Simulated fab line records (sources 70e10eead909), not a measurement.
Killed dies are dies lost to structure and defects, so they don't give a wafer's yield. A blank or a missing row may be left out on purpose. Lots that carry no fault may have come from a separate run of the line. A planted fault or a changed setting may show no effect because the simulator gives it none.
Matching of chambers -- flow nandHarc -- NHARC_A_STAIRCASE_DESCUM_270 on rieDiel-10 has 4 sister chambers
The step chemistry O2, time 3 s. 8 wafers are shown with their chamber, then 7 later ones without.

== WAFERS WITH THEIR CHAMBER ==
wafer,chamber,drypumpMotorCurrentA (A),oesProductAu (a.u.)
L076.5,2,5.5,1.024
L083.3,0,6.3,1.005
L083.4,3,6.2,1.004
L085.2,3,6.1,0.999
L085.3,1,6.1,0.993
L085.5,2,5.5,1.022
L089.2,0,6.3,1.010
L089.3,1,6.1,1.002

== WAFERS WITH NO CHAMBER GIVEN ==
wafer,drypumpMotorCurrentA (A),oesProductAu (a.u.)
L089.4,6.1,1.012
L093.1,6.1,1.004
L093.5,6.3,1.008
L093.6,6.1,1.012
L094.1,6.3,1.015
L094.3,5.5,1.018
L094.6,5.5,1.021

== WHICH CHAMBER EACH ONE RAN IN ==
wafer,from the rows above,in truth
L089.4,can't be placed: 3 or 1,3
L093.1,can't be placed: 3 or 1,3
L093.5,0,0
L093.6,can't be placed: 3 or 1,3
L094.1,0,0
L094.3,2,2
L094.6,2,2
Placed correctly: 4 of 7. From these rows, 3 cannot be placed; in 3 the true chamber is one of the candidates. Placed wrongly: 0.
How it was worked out, from the rows above alone: a wafer's distance from a chamber is the root of the sum, over the readings, of the square of ((its reading less the chamber's mean) divided by the reading's scatter). If the next closest chamber is less than 2 further off than the closest, the wafer can't be placed; otherwise it belongs to the closest. The mean given for a chamber averages the wafers shown for that chamber. The scatter is the square root of a quotient: the sum, over the shown wafers, of each reading's squared deviation from its chamber's mean, divided by wafers minus chambers.
